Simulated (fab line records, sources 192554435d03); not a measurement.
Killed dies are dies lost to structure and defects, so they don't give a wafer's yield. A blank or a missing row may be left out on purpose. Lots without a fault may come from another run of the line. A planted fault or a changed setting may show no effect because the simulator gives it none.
fab line records | flow n5_finfet
record lots=5 wafers=13 last_day=17
route steps=1938 shown BEOL_M9@1446 BEOL_M10@1470 BEOL_M15@1830 PASSIVATION@1936
lots that met no fault: from a run of the same line without faults
start_h: hours from the record's first day to the start of the lot's first wafer shown | wait_h: hours since the lot's step before | " the same as in the row above | L1.1+2: a row that stands for several wafers | - no value, or no start given | * or withheld: withheld | < > ~ a bound
route shown NAME@n: a module of which the file shows steps, and the number in the route of the first | usual: mean/standard deviation of fault-free wafers | same: alike in all rows | chamber/n: place in a boat | sites: the reading at each site | _std_site: their standard deviation | _edge_site: outer sites' mean less inner sites' | radius_mm: how far each site lies from the wafer's centre | mask NAME#n: copy n | behind: the tool/chamber that last shaped the wafer | hold: why the lot was held/for how many hours/how that ended | device: the transistor (n, p or np) that didn't switch | end of line: the same wafers' tests at the end of the route | a step without rows: its recipe alone | killed: dies lost to structure and defects at the first sort, not the wafer's yield | map: a wafer's dies, x killed, . not, _ none there
set.NAME: the setting as run; set.NAME@STEP: as run at that earlier step | model.NAME: the simulator's own value behind a step, which no gauge read
lots at some steps of the route; a table a step, a row a wafer
services: from which hour (start_h, from the record's first day; less than 0 if before it) a tool's chamber was out of use, for how many hours, and why
## steps
# step N5_BEOL_M9_TRENCH_ETCH_37
# recipe chemistry=C4F6/O2 target_depth_a=1514.3 target=SiCOH_lowk time_s=49 ion_energy_ev=250 pressure_mtorr=30 source_w=345 bias_w=185 Ar_flow_sccm=300 C4F6_flow_sccm=10 O2_flow_sccm=10
# step N5_BEOL_M9_ETCH_41
# recipe chemistry=CH3F/O2 target=SiCN target_depth_a=366 taper_deg=2 time_s=70.1 ion_energy_ev=120 mask_material=TiN pressure_mtorr=30 source_w=395 bias_w=75 Ar_flow_sccm=150 CH3F_flow_sccm=30 O2_flow_sccm=20
# step N5_BEOL_M9_STRIP_80
# recipe chemistry=N2/H2 time_s=10 power_w=450 temp_c=40 pressure_mtorr=20 rf_frequency_hz=6e+07 bias_power_w=7 n2_flow_sccm=200 h2_flow_sccm=200
# step N5_BEOL_M9_HM_STRIP_39
# recipe chemistry=peroxide_tin_strip material=TiN target_depth_a=250 temp_c=50 time_s=158
# step N5_BEOL_M9_SRD_40
# recipe time_s=30 temp_c=23 rinse_liquid=diw dry=ipa_marangoni
# step N5_BEOL_M9_PRECLEAN_42
# recipe chemistry=residue_remover time_s=60 temp_c=40
# step N5_BEOL_M9_SRD_43
# recipe time_s=30 temp_c=23 rinse_liquid=diw dry=ipa_marangoni
# step N5_BEOL_M9_CURE_72
# recipe temp_c=370 time_s=120 ambient=DMADMS/He material=SiCOH_lowk
# step N5_BEOL_M9_DEGAS_44
# recipe ambient=vacuum temp_c=250 time_s=60
# step N5_BEOL_M9_PRE_CLEAN_45
# recipe gas=H2/He time_s=30 temp_c=250
# step N5_BEOL_M9_ALD_74
# recipe material=TaN target_thk_a=20 temp_c=275 ald_precursor_family=PDMAT ald_co_reactant=NH3 pressure_torr=3 carrier_flow_sccm=1500 pulse_time_s=2 purge_time_s=3 co_reactant_purge_time_s=2 co_reactant_pulse_time_s=3 ald_cycles=40 precursor_vessel_temp_c=75 precursor_vessel_pressure_torr=26.25 precursor_vessel_carrier_sccm=1000
# usual ald_cycles=40/0 heater_power_w=411/27
# columns lot.wafer tool chamber start_h wait_h ald_cycles heater_power_w model.TaN_of_BEOL_M9_ALD_74.thk_nm
L348.2 ald_metal-04 0 260.96 0.0 30 432 1.4
L348.3 " 3 " " 30 378 1.6
L349.1 ald_metal-04 0 263.10 0.1 40 432 2
L349.3 " 1 " " 30 436 1.6
L350.2 ald_metal-04 3 271.25 0.1 30 376 1.4
L350.3 " 2 " " 30 395 1.4
L350.4 " 0 " " 40 438 2
L357.1 ald_metal-03 1 319.24 0.0 40 481 2
L357.4 " 3 " " 40 404 2
L357.6 " 1 " " 40 477 2
L361.2 ald_metal-04 0 350.13 0.1 40 428 2
L361.4 " 1 " " 40 437 2
L361.6 " 3 " " 40 387 2
# step N5_BEOL_M9_SURFACE_TREAT_79
# recipe gas=Ar time_s=* ion_energy_ev=* ion_current_ma_cm2=0.5 pressure_mtorr=* ar_flow_sccm=30
# step N5_BEOL_M9_CVD_78
# recipe material=Co target_thk_a=20 temp_c=withheld precursor=CCTBA/H2 pressure_torr=30 time_s=138.9
# step N5_BEOL_M9_SPUTTER_48
# recipe material=Cu target_thk_a=120 temp_c=-20 bias_v=60 power_w=26000 chamber_pressure_pa=0.13 time_s=2
# step N5_BEOL_M9_ECD_50
# recipe material=Cu target_thk_a=3180
# step N5_BEOL_M9_ANNEAL_51
# recipe temp_c=225 time_s=90 ambient=N2
# step N5_BEOL_M9_CMP_52
# recipe stop_on=SiCOH_lowk t_overpolish_s=7 down_force_psi=1 platen_rpm=50 clearing_platen_down_force_psi=1.5 clearing_platen_rpm=50 post_cmp_clean=cu_alkaline target_thk_nm=140 clearing_platen_pad_velocity_m_s=0.99484 pad_velocity_m_s=0.99484
# step N5_BEOL_M9_PRE_CLEAN_55
# recipe gas=NH3 time_s=15 temp_c=withheld rf_power_w=300
# step N5_BEOL_M9_DEP_56
# recipe material=SiCN target_thk_a=150 temp_c=withheld precursor=3MS/NH3 pressure_torr=3 rf_w=202 time_s=26.5
# step N5_BEOL_M10_ILD_DEP_00
# recipe material=SiCOH_lowk target_thk_a=3085.1 temp_c=300 precursor=DEMS/porogen pressure_torr=5 rf_w=500 time_s=58
# step N5_BEOL_M10_CURE_71
# recipe temp_c=385 time_s=240 ambient=He/Ar material=SiCOH_lowk
# step N5_BEOL_M10_PECVD_70
# recipe material=SiO2 target_thk_a=200 temp_c=400 precursor=TEOS/O2 pressure_torr=5.5 rf_w=450 teos_flow_sccm=53.8 gas=O2 flow_sccm=3000 time_s=22.7
# step N5_BEOL_M10_HM_DEP_02
# recipe material=TiN target_thk_a=200 temp_c=25 chamber_pressure_pa=0.49996
# step N5_BEOL_M10_COAT_59
# recipe resist=SOC temp_c=250 time_s=60 spin_rpm=1500 resist_thk_nm=100
# step N5_BEOL_M10_COAT_60
# recipe resist=SiARC temp_c=220 time_s=60 spin_rpm=1500 resist_thk_nm=30
# step N5_BEOL_M10_COAT_05
# recipe resist=CAR-ArF spin_rpm=1500 resist_thk_nm=90
# step N5_BEOL_M10_EBR_07
# recipe solvent=PGMEA ebr_width_mm=1.5
# step N5_BEOL_M10_SOFTBAKE_06
# recipe temp_c=110 time_s=60 resist=CAR-ArF
# step N5_BEOL_M10_EXPOSE_08
# recipe mask_id=M10 na=1.35 source_shape=dipole sigma_inner=0.411 sigma_outer=0.611 polarization=te dose_mj=53.75
# step N5_BEOL_M10_PEB_09
# recipe peb_temp_c=withheld peb_time_s=60 resist=CAR-ArF
# step N5_BEOL_M10_DEVELOP_10
# recipe develop_time_s=30 developer=TMAH resist=CAR-ArF rinse_liquid=diw dry=air_spin dev_temp_c=23
# step N5_BEOL_M10_DESCUM_16
# recipe chemistry=O2 time_s=7.9 source_power_w=50 bias_power_w=20 pressure_mtorr=20 rf_frequency_hz=2.712e+07 temp_c=40 resist=CAR-ArF o2_flow_sccm=225
# step N5_BEOL_M10_ETCH_61
# recipe chemistry=CF4 target=SiARC target_depth_a=390 mask_material=CAR-ArF time_s=65 ion_energy_ev=80 pressure_mtorr=40 source_w=545 bias_w=36 Ar_flow_sccm=100 cf4_flow_sccm=100 ends=cleared
# step N5_BEOL_M15_RC_MEAS_101
# usual COMB_M10=1.4e-11/3.2e-12 COMB_M11=1.31e-11/2.6e-12 COMB_M12=5.3e-12/1.3e-12 COMB_M13=3.5e-12/1.1e-12 COMB_M13_max_site=5.6e-12/1.7e-12 COMB_M14=2.5e-12/9.2e-13 COMB_M15=1.4e-12/7.1e-13 COMB_M5=3.4e-11/7.9e-12 COMB_M6=2.4e-11/5.1e-12 COMB_M7=2.3e-11/4.9e-12 COMB_M8=2.4e-11/5.6e-12 COMB_M9=1.4e-11/3e-12 SERP_M10=3.02/0.057 SERP_M11=3.07/0.061 SERP_M12=0.638/0.011 SERP_M13=0.311/0.0054 SERP_M14=0.1589/0.0025 SERP_M5=39.4/1.5 SERP_M6=13.7/0.44 SERP_M7=13.8/0.39 SERP_M8=13.6/0.43 SERP_M9=3.07/0.057
# columns lot.wafer tool chamber start_h wait_h COMB_M10[S/m] COMB_M11[S/m] COMB_M12[S/m] COMB_M13[S/m] COMB_M13_max_site[S/m] COMB_M14[S/m] COMB_M15[S/m] COMB_M5[S/m] COMB_M6[S/m] COMB_M7[S/m] COMB_M8[S/m] COMB_M9[S/m] SERP_M10[ohm/um] SERP_M11[ohm/um] SERP_M12[ohm/um] SERP_M13[ohm/um] SERP_M14[ohm/um] SERP_M5[ohm/um] SERP_M6[ohm/um] SERP_M7[ohm/um] SERP_M8[ohm/um] SERP_M9[ohm/um]
L348.2 prober-02 0 305.13 0.2 1.3e-11 1.37e-11 4.3e-12 2.2e-12 5e-12 3.2e-12 3e-12 2.7e-11 2.5e-11 2.9e-11 2.3e-11 2.7e-11 2.99 3.03 0.635 0.313 0.1581 39.4 13.9 13.6 13.4 2.97
L348.3 " 0 " " 1.5e-11 1.02e-11 6e-12 3.5e-12 5.3e-12 2.8e-12 3.2e-12 2.7e-11 2.5e-11 2.3e-11 2.2e-11 2e-11 3.00 2.96 0.642 0.318 0.1573 39.9 13.7 13.2 13.5 3.05
L349.1 prober-02 0 306.64 0.0 2.2e-11 8e-12 5.2e-12 3.6e-12 6e-12 2.1e-12 1.3e-12 4.2e-11 2.1e-11 2.2e-11 2.7e-11 1.2e-11 2.91 3.09 0.644 0.315 0.1532 39.6 13.1 13.9 13.9 3.14
L349.3 " 0 " " 1.5e-11 1.06e-11 6.5e-12 4.5e-12 6.4e-12 1.6e-12 1.3e-12 3.4e-11 1.7e-11 2.3e-11 2e-11 2.1e-11 3.03 2.98 0.635 0.312 0.1517 37.6 13.4 13.6 13.0 2.98
L350.2 prober-01 0 311.40 0.2 1.8e-11 1.54e-11 6e-12 2.3e-12 3.3e-12 2.1e-12 1.1e-12 3.8e-11 1.9e-11 2.2e-11 1.7e-11 2.7e-11 3.07 3.15 0.632 0.309 0.1585 41.8 14.1 13.8 13.1 2.93
L350.3 " 0 " " 2e-11 1.44e-11 6.2e-12 3.1e-12 6.2e-12 2.4e-12 1.2e-12 2.4e-11 1.8e-11 1.9e-11 1.9e-11 2.4e-11 3.06 3.13 0.640 0.317 0.1609 42.2 13.7 14.2 13.7 2.96
L350.4 " 0 " " 2.2e-11 1.37e-11 5e-12 3.4e-12 4.6e-12 2.2e-12 2e-12 2.6e-11 2.2e-11 1.5e-11 2e-11 1.3e-11 3.01 3.20 0.645 0.311 0.1602 42.2 13.5 14.4 13.5 3.11
L357.1 prober-01 0 358.13 0.0 1.5e-11 1.5e-11 3.6e-12 2.9e-12 5.9e-12 1.2e-12 1.8e-12 4.3e-11 2e-11 2e-11 3e-11 9e-12 2.94 3.00 0.636 0.319 0.1581 39.7 13.5 13.8 12.1 3.06
L357.4 " 0 " " 1.3e-11 1.5e-11 4.8e-12 3.2e-12 6e-12 2.2e-12 5e-13 3.2e-11 2.4e-11 2.1e-11 1.8e-11 1.3e-11 2.95 3.11 0.637 0.309 0.1584 42.7 13.5 13.9 13.5 3.05
L357.6 " 0 " " 2.4e-11 1.33e-11 5.5e-12 2.8e-12 3.8e-12 2.6e-12 1.1e-12 2.8e-11 2.1e-11 1.9e-11 2.2e-11 1.3e-11 3.02 3.07 0.627 0.314 0.1577 42.0 13.3 13.3 12.6 2.97
L361.2 prober-02 0 395.73 0.2 1.2e-11 1.05e-11 4.9e-12 3.8e-12 7.5e-12 2.4e-12 2.9e-12 2.7e-11 3.1e-11 3.6e-11 2.6e-11 1.3e-11 2.99 3.05 0.642 0.310 0.1572 39.0 12.9 13.7 13.1 3.12
L361.4 " 0 " " 1.6e-11 1.12e-11 7.6e-12 2.1e-12 4.5e-12 3.7e-12 2.6e-12 2.7e-11 2.9e-11 2.9e-11 1.9e-11 1e-11 3.09 2.97 0.653 0.311 0.1552 37.3 13.7 14.2 13.4 3.10
L361.6 " 0 " " 1.4e-11 9.9e-12 4.8e-12 4e-12 6.2e-12 3e-12 3.3e-12 2.9e-11 2.3e-11 3.6e-11 2.5e-11 1.4e-11 3.11 3.10 0.645 0.311 0.1536 38.9 13.8 14.0 13.0 3.12
# sites COMB_M9 radius_mm=0,75,75,75,75,140,140,140,140
L348.2 2e-11 2.8e-11 2.3e-11 3.1e-11 3.8e-11 2.5e-11 2.1e-11 3.3e-11 2.7e-11
L349.1 1e-11 1.6e-11 1.4e-11 1.2e-11 1.8e-11 1.6e-11 1.2e-11 9e-12 1.2e-11
L350.2 2.8e-11 3.4e-11 2.4e-11 2.7e-11 2.4e-11 2.6e-11 2.1e-11 3.8e-11 2.9e-11
L357.1 9e-12 7e-12 1.6e-11 8e-12 1.2e-11 8e-12 8e-12 1e-11 1e-11
L361.2 1.3e-11 1.3e-11 1e-11 1.5e-11 1.5e-11 1.5e-11 1.3e-11 1.1e-11 1.2e-11
# step N5_PASSIVATION_PROBE_49
# usual defect_limited_yield=91.2/1.4 killed_at_M0_to_M3=35/11 killed_at_M4_up=12/4.2 killed_at_contacts=13/5.6 killed_at_front_end=40/12 killed_at_other=3.3/2.6 killed_dies=103/17 killed_open=68/12 killed_short=34/7.6 sort_bin_4_leakage=0/0 sort_bin_5_function=5.1/0.95 sort_bin_6_memory=3.3/0.68 sort_n_pass=1077/17 sort_yield_pct=91.2/1.4
# same gross_dies=1180 killed_at_back_side=0 sort_bin_8_speed[%]=0
# columns lot.wafer tool chamber start_h wait_h defect_limited_yield[%] killed_at_M0_to_M3 killed_at_M4_up killed_at_contacts killed_at_front_end killed_at_other killed_dies killed_open killed_short sort_bin_4_leakage[%] sort_bin_5_function[%] sort_bin_6_memory[%] sort_n_pass sort_yield_pct[%]
L348.2 prober-01 - 319.40 0.1 94.2 19 13 12 21 3 68 42 25 0.08 3.3 2.2 1112 94.2
L348.3 prober-01 - 319.45 0.1 91.4 35 10 12 44 1 102 63 39 0 5.3 3.1 1078 91.4
L349.1 prober-02 - 321.33 0.0 89.7 46 15 8 46 7 122 82 36 0 6.4 3.5 1058 89.7
L349.3 prober-02 - 321.43 0.1 91.5 44 6 6 37 7 100 67 33 0 4.7 3.6 1080 91.5
L350.2 prober-01 - 324.97 0.1 91.7 19 10 21 42 6 98 69 26 0.17 5.0 2.9 1082 91.7
L350.3 prober-01 - 325.02 0.1 91.5 41 2 15 40 2 100 64 30 0 5.3 2.6 1080 91.5
L350.4 prober-01 - 325.07 0.2 92.2 44 7 6 31 4 92 54 32 0 3.9 3.0 1088 92.2
L357.1 prober-01 - 374.91 0.0 89.5 39 12 12 55 6 124 91 30 0 6.2 3.9 1056 89.5
L357.4 prober-01 - 375.06 0.2 90.9 28 10 16 49 4 107 75 32 0 4.6 4.3 1073 90.9
L357.6 prober-01 - 375.16 0.3 90.2 48 16 17 33 2 116 79 37 0 6.6 3.1 1064 90.2
L361.2 prober-02 - 414.47 0.1 92.4 19 16 12 42 1 90 61 27 0 4.6 2.7 1090 92.4
L361.4 prober-02 - 414.57 0.2 92.1 21 19 13 40 0 93 59 31 0 4.6 3.1 1087 92.1
L361.6 prober-02 - 414.67 0.3 92.6 19 20 12 35 1 87 69 15 0 4.2 3.0 1093 92.6
# killed by level:class
L348.2 MOL_CONTACT_COAG:geometric_particle:open=11 DUMMY_GATE:geometric_particle:open=5 BEOL_M0_SAQP:geometric_particle:short=5 STI_FIN_REVEAL:geometric_particle:open=4 BEOL_M0_SAQP:geometric_particle:open=4 FIN_SAQP:geometric_particle:short=3 BEOL_M4:geometric_particle:short=3 BEOL_M2:geometric_particle:open=2
L348.3 BEOL_M1:geometric_particle:short=12 MOL_CONTACT_COAG:geometric_particle:open=11 STI_FIN_REVEAL:geometric_particle:open=8 GATE_CUT:geometric_particle:short=6 BEOL_M0_SAQP:geometric_particle:open=6 DUMMY_GATE:geometric_particle:open=5 BEOL_M3:geometric_particle:open=5 BEOL_M4:geometric_particle:open=5
L349.1 BEOL_M3:geometric_particle:open=9 BEOL_M1:geometric_particle:open=8 BEOL_M2:geometric_particle:open=8 FIN_SAQP:geometric_particle:short=7 FIN_SAQP:geometric_particle:open=7 BEOL_M0_SAQP:geometric_particle:short=7 GATE_CUT:geometric_particle:open=6 BEOL_M0_SAQP:geometric_particle:open=6
L349.3 BEOL_M1:geometric_particle:open=12 BEOL_M2:geometric_particle:open=11 FIN_SAQP:geometric_particle:open=10 GATE_CUT:geometric_particle:short=7 FIN_SAQP:geometric_particle:short=6 MOL_CONTACT_COAG:geometric_particle:open=6 DUMMY_GATE:geometric_particle:open=5 BEOL_M3:geometric_particle:open=5
L350.2 MOL_CONTACT_COAG:geometric_particle:open=19 FIN_SAQP:geometric_particle:open=18 FIN_SAQP:geometric_particle:short=8 BEOL_M2:geometric_particle:open=6 STI_FIN_REVEAL:geometric_particle:open=4 DUMMY_GATE:geometric_particle:open=4 BEOL_M1:geometric_particle:open=4 GATE_CUT:geometric_particle:short=3
L350.3 MOL_CONTACT_COAG:geometric_particle:open=12 BEOL_M3:geometric_particle:open=11 STARTING-WAFER:geometric_particle:open=7 FIN_SAQP:geometric_particle:open=6 GATE_CUT:geometric_particle:short=6 BEOL_M0_SAQP:geometric_particle:short=6 STI_FIN_REVEAL:geometric_particle:open=5 BEOL_M0_SAQP:geometric_particle:open=5
L350.4 BEOL_M2:geometric_particle:open=12 BEOL_M0_SAQP:geometric_particle:short=12 BEOL_M3:geometric_particle:open=8 STI_FIN_REVEAL:geometric_particle:open=6 GATE_CUT:geometric_particle:short=5 FIN_SAQP:geometric_particle:open=4 DUMMY_GATE:geometric_particle:open=4 BEOL_M0_SAQP:geometric_particle:open=4
L357.1 STI_FIN_REVEAL:geometric_particle:open=20 BEOL_M2:geometric_particle:open=15 MOL_CONTACT_COAG:geometric_particle:open=10 FIN_SAQP:geometric_particle:open=7 BEOL_M0_SAQP:geometric_particle:open=6 BEOL_M0_SAQP:geometric_particle:short=6 BEOL_M3:geometric_particle:open=6 GATE_CUT:geometric_particle:open=5
L357.4 STI_FIN_REVEAL:geometric_particle:open=18 MOL_CONTACT_COAG:geometric_particle:open=13 FIN_SAQP:geometric_particle:short=10 BEOL_M2:geometric_particle:open=9 BEOL_M0_SAQP:geometric_particle:open=8 FIN_SAQP:geometric_particle:open=5 BEOL_M0_SAQP:geometric_particle:short=5 DUMMY_GATE:geometric_particle:open=4
L357.6 BEOL_M2:geometric_particle:open=23 MOL_CONTACT_COAG:geometric_particle:open=15 FIN_SAQP:geometric_particle:short=12 BEOL_M0_SAQP:geometric_particle:short=8 BEOL_M0_SAQP:geometric_particle:open=8 BEOL_M7:geometric_particle:open=6 FIN_SAQP:geometric_particle:open=4 STI_FIN_REVEAL:geometric_particle:open=4
L361.2 MOL_CONTACT_COAG:geometric_particle:open=11 FIN_SAQP:geometric_particle:open=9 FIN_SAQP:geometric_particle:short=9 BEOL_M4:geometric_particle:open=8 STI_FIN_REVEAL:geometric_particle:open=6 BEOL_M2:geometric_particle:open=5 BEOL_M0_SAQP:geometric_particle:short=4 BEOL_M3:geometric_particle:open=3
L361.4 BEOL_M4:geometric_particle:open=14 FIN_SAQP:geometric_particle:short=12 MOL_CONTACT_COAG:geometric_particle:open=10 FIN_SAQP:geometric_particle:open=9 STARTING-WAFER:geometric_particle:short=5 BEOL_M0:geometric_particle:open=4 BEOL_M3:geometric_particle:open=4 DUMMY_GATE:geometric_particle:open=3
L361.6 FIN_SAQP:geometric_particle:open=11 BEOL_M4:geometric_particle:open=11 MOL_CONTACT_COAG:geometric_particle:open=10 BEOL_M2:geometric_particle:open=10 DUMMY_GATE:geometric_particle:open=9 BEOL_M3:geometric_particle:open=4 BEOL_M8:geometric_particle:open=3 STARTING-WAFER:geometric_particle:short=3
## services
# columns tool chamber start_h hours kind
ald_metal-03 - 337.25 14.0 pm
ald_metal-03 0 337.25 14.0 vent_cycle
ald_metal-03 1 337.25 14.0 vent_cycle
ald_metal-03 2 337.25 14.0 vent_cycle
ald_metal-03 3 337.25 14.0 vent_cycle
## key
first_sign step=N5_BEOL_M9_ALD_74 reading=ald_cycles direction=down sigmas=99+ usual=* struck=*
effect step=N5_BEOL_M15_RC_MEAS_101 reading=COMB_M9 direction=up sigmas=3.4 usual=1.4e-11 struck=2.4e-11
model_effect step=N5_BEOL_M9_ALD_74 value=TaN_of_BEOL_M9_ALD_74.thk_nm without=2 struck=1.48
met_at N5_BEOL_M9_ALD_74
struck_wafers L348.2,L348.3,L349.3,L350.2,L350.3
fault kind=process_parameter_drift tool=ald_metal-04 chamber=- onset_h=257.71 steps=N5_BEOL_M9_ALD_74 channel=ald_cycles offset=* shape=step end_h=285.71 scope=struck_wafers_only acts_in=* stated=*
